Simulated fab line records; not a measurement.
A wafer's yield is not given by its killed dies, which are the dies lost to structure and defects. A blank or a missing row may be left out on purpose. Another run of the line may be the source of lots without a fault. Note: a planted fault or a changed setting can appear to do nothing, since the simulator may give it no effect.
Lot-split experiment :: flow n5-finfet :: 39 wafers read from 7 lots, route of 1938 steps

ABOUT THE SPLIT
At N5_MOL_CONTACT_COAG_ALD_20 (deposits TiN, target thk 1.5 nm, pulse time 1 s, purge time 3 s), the setting ald-cycles was moved away from the recipe's 68 on 12 of the 39 wafers read, by -19.1% to +42.6%. For the rest of the wafers, this setting stayed at what the recipe calls for.

The reading is taken at the split's own step.

THE READING
TiN_of_MOL_CONTACT_COAG_ALD_20.thk-nm (the simulator's own value, which no gauge read), in nm, at N5_MOL_CONTACT_COAG_ALD_20 (deposits TiN, target thk 1.5 nm, pulse time 1 s, purge time 3 s). No usual value for it is given in the file. The 27 wafers here that ran the recipe average 1.5 nm, standard deviation 0.1 nm.

wafer: L074.1
tool, chamber at the split: ald-metal-01, 0
ald-cycles as run: 68
against the recipe: recipe
TiN_of_MOL_CONTACT_COAG_ALD_20.thk-nm, nm: 1.4
against lot-mates on the recipe: -

wafer: L074.3
tool, chamber at the split: ald-metal-01, 3,1
ald-cycles as run: 68
against the recipe: recipe
TiN_of_MOL_CONTACT_COAG_ALD_20.thk-nm, nm: 1.6
against lot-mates on the recipe: -

wafer: L074.6
tool, chamber at the split: ald-metal-01, 3,1
ald-cycles as run: 68
against the recipe: recipe
TiN_of_MOL_CONTACT_COAG_ALD_20.thk-nm, nm: 1.6
against lot-mates on the recipe: -

wafer: L080.1
tool, chamber at the split: ald-metal-01, 1,0,2,3,3,0
ald-cycles as run: 68
against the recipe: recipe
TiN_of_MOL_CONTACT_COAG_ALD_20.thk-nm, nm: 1.6
against lot-mates on the recipe: -

wafer: L080.2
tool, chamber at the split: ald-metal-01, 1,0,2,3,3,0
ald-cycles as run: 68
against the recipe: recipe
TiN_of_MOL_CONTACT_COAG_ALD_20.thk-nm, nm: 1.6
against lot-mates on the recipe: -

wafer: L080.3
tool, chamber at the split: ald-metal-01, 1,0,2,3,3,0
ald-cycles as run: 68
against the recipe: recipe
TiN_of_MOL_CONTACT_COAG_ALD_20.thk-nm, nm: 1.6
against lot-mates on the recipe: -

wafer: L080.4
tool, chamber at the split: ald-metal-01, 1,0,2,3,3,0
ald-cycles as run: 68
against the recipe: recipe
TiN_of_MOL_CONTACT_COAG_ALD_20.thk-nm, nm: 1.6
against lot-mates on the recipe: -

wafer: L080.5
tool, chamber at the split: ald-metal-01, 1,0,2,3,3,0
ald-cycles as run: 68
against the recipe: recipe
TiN_of_MOL_CONTACT_COAG_ALD_20.thk-nm, nm: 1.6
against lot-mates on the recipe: -

wafer: L080.6
tool, chamber at the split: ald-metal-01, 1,0,2,3,3,0
ald-cycles as run: 68
against the recipe: recipe
TiN_of_MOL_CONTACT_COAG_ALD_20.thk-nm, nm: 1.6
against lot-mates on the recipe: -

wafer: L082.1
tool, chamber at the split: ald-metal-03, 1,2,2
ald-cycles as run: 68
against the recipe: recipe
TiN_of_MOL_CONTACT_COAG_ALD_20.thk-nm, nm: 1.4
against lot-mates on the recipe: -

wafer: L082.4
tool, chamber at the split: ald-metal-03, 1,2,2
ald-cycles as run: 68
against the recipe: recipe
TiN_of_MOL_CONTACT_COAG_ALD_20.thk-nm, nm: 1.4
against lot-mates on the recipe: -

wafer: L082.6
tool, chamber at the split: ald-metal-03, 1,2,2
ald-cycles as run: 68
against the recipe: recipe
TiN_of_MOL_CONTACT_COAG_ALD_20.thk-nm, nm: 1.4
against lot-mates on the recipe: -

wafer: L082.2
tool, chamber at the split: ald-metal-03, 3,0,1
ald-cycles as run: 68
against the recipe: recipe
TiN_of_MOL_CONTACT_COAG_ALD_20.thk-nm, nm: 1.6
against lot-mates on the recipe: -

wafer: L082.3
tool, chamber at the split: ald-metal-03, 3,0,1
ald-cycles as run: 68
against the recipe: recipe
TiN_of_MOL_CONTACT_COAG_ALD_20.thk-nm, nm: 1.6
against lot-mates on the recipe: -

wafer: L082.5
tool, chamber at the split: ald-metal-03, 3,0,1
ald-cycles as run: 68
against the recipe: recipe
TiN_of_MOL_CONTACT_COAG_ALD_20.thk-nm, nm: 1.6
against lot-mates on the recipe: -

wafer: L087.1
tool, chamber at the split: ald-metal-03, 3,2,0
ald-cycles as run: 56
against the recipe: -17.6%
TiN_of_MOL_CONTACT_COAG_ALD_20.thk-nm, nm: 1.2
against lot-mates on the recipe: -0.2

wafer: L087.2
tool, chamber at the split: ald-metal-03, 3,2,0
ald-cycles as run: 56
against the recipe: -17.6%
TiN_of_MOL_CONTACT_COAG_ALD_20.thk-nm, nm: 1.2
against lot-mates on the recipe: -0.2

wafer: L087.3
tool, chamber at the split: ald-metal-03, 3,2,0
ald-cycles as run: 56
against the recipe: -17.6%
TiN_of_MOL_CONTACT_COAG_ALD_20.thk-nm, nm: 1.2
against lot-mates on the recipe: -0.2

wafer: L087.4
tool, chamber at the split: ald-metal-03, 1,3,0
ald-cycles as run: 68
against the recipe: recipe
TiN_of_MOL_CONTACT_COAG_ALD_20.thk-nm, nm: 1.4
against lot-mates on the recipe: -

wafer: L087.5
tool, chamber at the split: ald-metal-03, 1,3,0
ald-cycles as run: 68
against the recipe: recipe
TiN_of_MOL_CONTACT_COAG_ALD_20.thk-nm, nm: 1.4
against lot-mates on the recipe: -

wafer: L087.6
tool, chamber at the split: ald-metal-03, 1,3,0
ald-cycles as run: 68
against the recipe: recipe
TiN_of_MOL_CONTACT_COAG_ALD_20.thk-nm, nm: 1.4
against lot-mates on the recipe: -

wafer: L092.1
tool, chamber at the split: ald-metal-02, 3,0
ald-cycles as run: 68
against the recipe: recipe
TiN_of_MOL_CONTACT_COAG_ALD_20.thk-nm, nm: 1.4
against lot-mates on the recipe: -

wafer: L092.3
tool, chamber at the split: ald-metal-02, 3,0
ald-cycles as run: 68
against the recipe: recipe
TiN_of_MOL_CONTACT_COAG_ALD_20.thk-nm, nm: 1.4
against lot-mates on the recipe: -

wafer: L092.2
tool, chamber at the split: ald-metal-02, 2
ald-cycles as run: 68
against the recipe: recipe
TiN_of_MOL_CONTACT_COAG_ALD_20.thk-nm, nm: 1.6
against lot-mates on the recipe: -

wafer: L092.4
tool, chamber at the split: ald-metal-02, 1,3,2
ald-cycles as run: 97
against the recipe: +42.6%
TiN_of_MOL_CONTACT_COAG_ALD_20.thk-nm, nm: 2.2
against lot-mates on the recipe: +0.7

wafer: L092.5
tool, chamber at the split: ald-metal-02, 1,3,2
ald-cycles as run: 97
against the recipe: +42.6%
TiN_of_MOL_CONTACT_COAG_ALD_20.thk-nm, nm: 2.2
against lot-mates on the recipe: +0.7

wafer: L092.6
tool, chamber at the split: ald-metal-02, 1,3,2
ald-cycles as run: 97
against the recipe: +42.6%
TiN_of_MOL_CONTACT_COAG_ALD_20.thk-nm, nm: 2.2
against lot-mates on the recipe: +0.7

wafer: L093.1
tool, chamber at the split: ald-metal-03, 2,1,2
ald-cycles as run: 68
against the recipe: recipe
TiN_of_MOL_CONTACT_COAG_ALD_20.thk-nm, nm: 1.4
against lot-mates on the recipe: -

wafer: L093.4
tool, chamber at the split: ald-metal-03, 2,1,2
ald-cycles as run: 68
against the recipe: recipe
TiN_of_MOL_CONTACT_COAG_ALD_20.thk-nm, nm: 1.4
against lot-mates on the recipe: -

wafer: L093.6
tool, chamber at the split: ald-metal-03, 2,1,2
ald-cycles as run: 68
against the recipe: recipe
TiN_of_MOL_CONTACT_COAG_ALD_20.thk-nm, nm: 1.4
against lot-mates on the recipe: -

wafer: L093.2
tool, chamber at the split: ald-metal-03, 3,0,1
ald-cycles as run: 79
against the recipe: +16.2%
TiN_of_MOL_CONTACT_COAG_ALD_20.thk-nm, nm: 1.8
against lot-mates on the recipe: +0.4

wafer: L093.3
tool, chamber at the split: ald-metal-03, 3,0,1
ald-cycles as run: 79
against the recipe: +16.2%
TiN_of_MOL_CONTACT_COAG_ALD_20.thk-nm, nm: 1.8
against lot-mates on the recipe: +0.4

wafer: L093.5
tool, chamber at the split: ald-metal-03, 3,0,1
ald-cycles as run: 79
against the recipe: +16.2%
TiN_of_MOL_CONTACT_COAG_ALD_20.thk-nm, nm: 1.8
against lot-mates on the recipe: +0.4

wafer: L094.1
tool, chamber at the split: ald-metal-03, 3,1,3
ald-cycles as run: 55
against the recipe: -19.1%
TiN_of_MOL_CONTACT_COAG_ALD_20.thk-nm, nm: 1.2
against lot-mates on the recipe: -0.3

wafer: L094.3
tool, chamber at the split: ald-metal-03, 3,1,3
ald-cycles as run: 55
against the recipe: -19.1%
TiN_of_MOL_CONTACT_COAG_ALD_20.thk-nm, nm: 1.2
against lot-mates on the recipe: -0.3

wafer: L094.6
tool, chamber at the split: ald-metal-03, 3,1,3
ald-cycles as run: 55
against the recipe: -19.1%
TiN_of_MOL_CONTACT_COAG_ALD_20.thk-nm, nm: 1.2
against lot-mates on the recipe: -0.3

wafer: L094.2
tool, chamber at the split: ald-metal-03, 0
ald-cycles as run: 68
against the recipe: recipe
TiN_of_MOL_CONTACT_COAG_ALD_20.thk-nm, nm: 1.6
against lot-mates on the recipe: -

wafer: L094.4
tool, chamber at the split: ald-metal-03, 1,0
ald-cycles as run: 68
against the recipe: recipe
TiN_of_MOL_CONTACT_COAG_ALD_20.thk-nm, nm: 1.4
against lot-mates on the recipe: -

wafer: L094.5
tool, chamber at the split: ald-metal-03, 1,0
ald-cycles as run: 68
against the recipe: recipe
TiN_of_MOL_CONTACT_COAG_ALD_20.thk-nm, nm: 1.4
against lot-mates on the recipe: -
Rows listing several chambers each stand for several wafers; the file does not say which wafer went through which chamber.

THE FIT
A straight line over all 39 wafers: TiN_of_MOL_CONTACT_COAG_ALD_20.thk-nm changes by +0.0166 nm for each +1% of ald-cycles; r = +0.94; the points scatter about the line by 0.086 nm.
The same after taking each lot's own level away (the mean of its wafers on the recipe; 39 wafers): +0.0166 nm for each +1%; r = +0.96; scatter 0.075 nm.
Per that fit: largest ald-cycles move, reading shift of 0.71 nm.
The span of the lots' own levels, 1.40 to 1.60 nm, comes to 2.0 times the standard deviation stated above.
Consequently the slope shifts little with the lot-to-lot level, the two slopes agreeing.
Check: with one of the wafers moved furthest among these (+42.6%) left out of the fit, the line predicts +0.732 nm for it against its lot-mates. It came out at +0.733 nm against them.

OTHER SPLITS ON THESE WAFERS
Note: prior to the reading, these wafers also went through further splits. Each is held against what the fit with the lots' levels taken away leaves over:
other split on the same wafers: N5_FIN_SAQP_DEVELOP_15 develop-time-s
wafers away from the commonest value: 9
r with TiN_of_MOL_CONTACT_COAG_ALD_20.thk-nm (lot level and that fit taken away): +0.14

other split on the same wafers: N5_SD_EPI_N_ETCH_45 target-depth-a
wafers away from the commonest value: 18
r with TiN_of_MOL_CONTACT_COAG_ALD_20.thk-nm (lot level and that fit taken away): -0.06

other split on the same wafers: N5_HKMG_FIN_ETCH_55 time-s
wafers away from the commonest value: 12
r with TiN_of_MOL_CONTACT_COAG_ALD_20.thk-nm (lot level and that fit taken away): -0.01

FILE'S OWN FIT
TiN_of_MOL_CONTACT_COAG_ALD_20.thk-nm changes by +0.0168 nm for each +1% of ald-cycles, r = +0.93.
